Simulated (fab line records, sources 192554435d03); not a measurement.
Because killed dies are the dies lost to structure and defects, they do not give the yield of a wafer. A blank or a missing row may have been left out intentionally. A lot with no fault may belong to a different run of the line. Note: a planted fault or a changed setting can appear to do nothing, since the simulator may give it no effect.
The tool behind it: which one? | flow n5-finfet | Sampling: 24 lots, 72 wafers, 4 of 1938 route steps

WHAT THE GAUGES READ, wafer by wafer
N5_MOL_CONTACT_COAG_OVL_MEAS_85. Usual: VG_OVL 0.2 nm, standard deviation 0.55.
lot  | measured     | on         | VG_OVL (nm)    | flag
L074 | day 5 03:15  | overlay-02 | 0.2 0.0 0.6    |
L075 | day 5 06:51  | overlay-02 | -0.2 0.1 0.9   |
L076 | day 5 17:27  | overlay-02 | -0.2 0.1 -0.6  |
L077 | day 5 21:40  | overlay-02 | -0.2 -0.5 -0.3 |
L078 | day 6 04:36  | overlay-01 | 0.5 -0.1 0.1   |
L080 | day 6 19:06  | overlay-02 | 0.5 0.6 0.3    |
L079 | day 6 19:19  | overlay-01 | 1.9 0.5 0.8    |
L081 | day 6 22:23  | overlay-01 | -0.2 -0.2 -0.2 |
L082 | day 7 03:54  | overlay-02 | 0.1 -0.4 1.3   |
L083 | day 7 08:01  | overlay-01 | 0.8 0.7 0.7    |
L084 | day 7 18:01  | overlay-01 | 0.0 0.1 -0.2   |
L085 | day 7 20:46  | overlay-02 | 0.1 -0.6 -0.2  |
L086 | day 8 04:49  | overlay-02 | 1.1 0.9 0.9    |
L087 | day 8 07:27  | overlay-01 | 0.2 0.4 -0.1   |
L088 | day 8 15:05  | overlay-01 | 0.8 0.6 0.1    |
L089 | day 8 22:37  | overlay-01 | 0.2 1.0 1.1    |
L090 | day 9 02:52  | overlay-02 | -0.1 0.8 -0.9  |
L091 | day 9 06:57  | overlay-01 | 0.2 1.0 1.1    |
L092 | day 9 15:20  | overlay-02 | 0.3 -0.6 -0.4  |
L093 | day 9 22:04  | overlay-02 | -0.9 0.2 -0.5  |
L094 | day 10 03:47 | overlay-01 | 0.4 0.4 0.0    |
L095 | day 10 06:59 | overlay-01 | -0.3 0.1 0.2   |
L096 | day 10 16:05 | overlay-01 | 0.4 1.6 1.0    |
L097 | day 10 23:46 | overlay-01 | 0.6 0.4 -0.6   |

N5_MOL_CONTACT_COAG_INSPECT_57: inspects for defects (brightfield). Usual: raw-defect-count 211, standard deviation 51.
lot  | measured     | on                | raw-defect-count | flag
L074 | day 5 03:18  | defect-inspect-01 | 200 212 189      |
L075 | day 5 06:55  | defect-inspect-01 | 113 133 131      |
L076 | day 5 17:31  | defect-inspect-01 | 216 195 188      |
L077 | day 5 21:44  | defect-inspect-01 | 159 167 172      |
L078 | day 6 04:39  | defect-inspect-01 | 244 219 164      |
L080 | day 6 19:10  | defect-inspect-02 | 241 169 208      |
L079 | day 6 19:23  | defect-inspect-02 | 166 134 179      |
L081 | day 6 22:26  | defect-inspect-01 | 189 250 244      |
L082 | day 7 03:58  | defect-inspect-02 | 154 274 217      |
L083 | day 7 08:04  | defect-inspect-01 | 242 181 262      |
L084 | day 7 18:04  | defect-inspect-01 | 159 243 253      |
L085 | day 7 20:49  | defect-inspect-02 | 225 199 246      |
L086 | day 8 04:52  | defect-inspect-01 | 272 249 214      |
L087 | day 8 07:31  | defect-inspect-01 | 241 128 163      |
L088 | day 8 15:08  | defect-inspect-01 | 175 192 212      |
L089 | day 8 22:40  | defect-inspect-02 | 271 224 246      |
L090 | day 9 02:56  | defect-inspect-02 | 256 294 309      |
L091 | day 9 07:00  | defect-inspect-01 | 158 172 156      |
L092 | day 9 15:24  | defect-inspect-02 | 213 100 180      |
L093 | day 9 22:07  | defect-inspect-01 | 246 262 273      |
L094 | day 10 03:50 | defect-inspect-02 | 168 254 247      |
L095 | day 10 07:02 | defect-inspect-02 | 248 221 147      |
L096 | day 10 16:09 | defect-inspect-02 | 211 147 167      |
L097 | day 10 23:49 | defect-inspect-02 | 314 410 201      |

EACH LOT AND THE TOOL THAT RAN IT (in order: tool; ch and the chambers of the sampled wafers; start)
lot  | N5_MOL_CONTACT_COAG_PRE_CLEAN_142 | N5_MOL_CONTACT_COAG_CMP_23
L074 | pvd-sputter-03, day 4 21:24       | cmp-01 ch 0,1,3, day 4 21:38
L075 | pvd-sputter-03, day 5 02:11       | cmp-02 ch 0,2, day 5 02:25
L076 | pvd-sputter-02, day 5 13:35       | cmp-01 ch 0,1,3, day 5 13:53
L077 | pvd-sputter-02, day 5 16:58       | cmp-01 ch 0,2,3, day 5 17:16
L078 | pvd-sputter-01, day 6 00:46       | cmp-01 ch 0,2,3, day 6 01:04
L080 | pvd-sputter-03, day 6 14:58       | cmp-03 ch 0,1,3, day 6 15:25
L079 | pvd-sputter-01, day 6 15:27       | cmp-03 ch 0,1,3, day 6 15:41
L081 | pvd-sputter-02, day 6 18:15       | cmp-01 ch 1,2,3, day 6 18:32
L082 | pvd-sputter-02, day 7 00:04       | cmp-02 ch 0,1,3, day 7 00:20
L083 | pvd-sputter-03, day 7 04:04       | cmp-01 ch 0,3, day 7 04:20
L084 | pvd-sputter-01, day 7 13:32       | cmp-01 ch 1,2,3, day 7 13:53
L085 | pvd-sputter-02, day 7 16:53       | cmp-02 ch 0,2,3, day 7 17:10
L086 | pvd-sputter-03, day 8 00:35       | cmp-03 ch 0,2,3, day 8 00:49
L087 | pvd-sputter-03, day 8 03:35       | cmp-03 ch 0,2,3, day 8 03:49
L088 | pvd-sputter-03, day 8 11:07       | cmp-02 ch 2,3, day 8 11:25
L089 | pvd-sputter-01, day 8 18:13       | cmp-02 ch 1,2,3, day 8 18:28
L090 | pvd-sputter-01, day 8 22:38       | cmp-01 ch 0,1,3, day 8 22:53
L091 | pvd-sputter-03, day 9 02:42       | cmp-03 ch 0,1, day 9 02:59
L092 | pvd-sputter-02, day 9 11:22       | cmp-01 ch 0,2, day 9 11:38
L093 | pvd-sputter-03, day 9 18:11       | cmp-02 ch 0,3, day 9 18:27
L094 | pvd-sputter-03, day 9 23:49       | cmp-01 ch 1,3, day 10 00:04
L095 | pvd-sputter-01, day 10 03:09      | cmp-01 ch 2,3, day 10 03:23
L096 | pvd-sputter-01, day 10 12:00      | cmp-01 ch 0,2, day 10 12:22
L097 | pvd-sputter-01, day 10 19:39      | cmp-02 ch 0,1,2, day 10 19:59
- N5_MOL_CONTACT_COAG_PRE_CLEAN_142: time 60 s.
- N5_MOL_CONTACT_COAG_CMP_23: polishes, stops on SiO2, t overpolish 1.5 s, target thk 0 nm.

WHAT THE TOOLS THEMSELVES READ (means of the sampled wafers that have a number; where no wafer has one, the mark that the record gives instead)
N5_MOL_CONTACT_COAG_PRE_CLEAN_142. Usual: heater-power-w 466 W, standard deviation 59.
lot  | tool           | heater-power-w (W) | flag
L074 | pvd-sputter-03 | 451                |
L075 | pvd-sputter-03 | 465                |
L076 | pvd-sputter-02 | 462                |
L077 | pvd-sputter-02 | 481                |
L078 | pvd-sputter-01 | 441                |
L080 | pvd-sputter-03 | 482                |
L079 | pvd-sputter-01 | 512                |
L081 | pvd-sputter-02 | 479                |
L082 | pvd-sputter-02 | 428                |
L083 | pvd-sputter-03 | 464                |
L084 | pvd-sputter-01 | 429                |
L085 | pvd-sputter-02 | 479                |
L086 | pvd-sputter-03 | 484                |
L087 | pvd-sputter-03 | 510                |
L088 | pvd-sputter-03 | 433                |
L089 | pvd-sputter-01 | 500                |
L090 | pvd-sputter-01 | 459                |
L091 | pvd-sputter-03 | 444                |
L092 | pvd-sputter-02 | 464                |
L093 | pvd-sputter-03 | 452                |
L094 | pvd-sputter-03 | 487                |
L095 | pvd-sputter-01 | 437                |
L096 | pvd-sputter-01 | 428                |
L097 | pvd-sputter-01 | 442                |

N5_MOL_CONTACT_COAG_CMP_23. Usual: motor-current-A 8.0 A, standard deviation 0.83; overpolish-run-s 1.500 s, standard deviation 0.0087; time-to-endpoint-s 8.7 s, standard deviation 2.7.
lot  | tool   | motor-current-A (A) | overpolish-run-s (s) | time-to-endpoint-s (s) | flag
L074 | cmp-01 | 8.2                 | 1.506                | 9.6                    |
L075 | cmp-02 | 7.8                 | 1.491                | 7.3                    |
L076 | cmp-01 | 7.9                 | 1.495                | 13.5                   |
L077 | cmp-01 | 7.5                 | 1.504                | 9.3                    |
L078 | cmp-01 | 7.5                 | 1.502                | 11.4                   |
L080 | cmp-03 | 8.5                 | 1.495                | 6.2                    |
L079 | cmp-03 | 8.5                 | 1.496                | 8.0                    |
L081 | cmp-01 | 8.3                 | 1.505                | 13.2                   |
L082 | cmp-02 | 7.8                 | 1.499                | 6.0                    |
L083 | cmp-01 | 7.4                 | 1.500                | 11.2                   |
L084 | cmp-01 | 8.5                 | 1.507                | 10.6                   |
L085 | cmp-02 | 7.7                 | 1.499                | 7.0                    |
L086 | cmp-03 | 9.3                 | 1.502                | 9.5                    |
L087 | cmp-03 | 8.9                 | 1.500                | 8.3                    |
L088 | cmp-02 | 8.0                 | 1.500                | 9.8                    |
L089 | cmp-02 | 8.1                 | 1.498                | 6.5                    |
L090 | cmp-01 | 8.4                 | 1.498                | 9.4                    |
L091 | cmp-03 | 8.5                 | 1.497                | 8.1                    |
L092 | cmp-01 | 6.9                 | 1.505                | 4.3                    |
L093 | cmp-02 | 7.4                 | 1.498                | 6.7                    |
L094 | cmp-01 | 9.1                 | 1.508                | 8.2                    |
L095 | cmp-01 | 8.0                 | 1.497                | 9.2                    |
L096 | cmp-01 | 7.0                 | 1.499                | 8.8                    |
L097 | cmp-02 | 7.7                 | 1.504                | 3.7                    |

THE ANSWER, worked out from the rows above alone
Rule: take the mean of a lot's wafers that have a number; if it is more than 3 standard deviations from the usual mean, the lot is off. A lot without any number at a reading at which 4 lots or more have one is off too. All remaining lots with rows at the step are treated as sound. Order of review: gauges by route order, followed by the tools' own readings, for which a lot's mean as printed above is used. The first step at which some lot is off is used, and at that step the reading that is off furthest; a lot without a number counts as furthest.
Nothing can be told from this: no lot is off at any reading shown.

WHAT THE SIMULATOR HAD INSERTED
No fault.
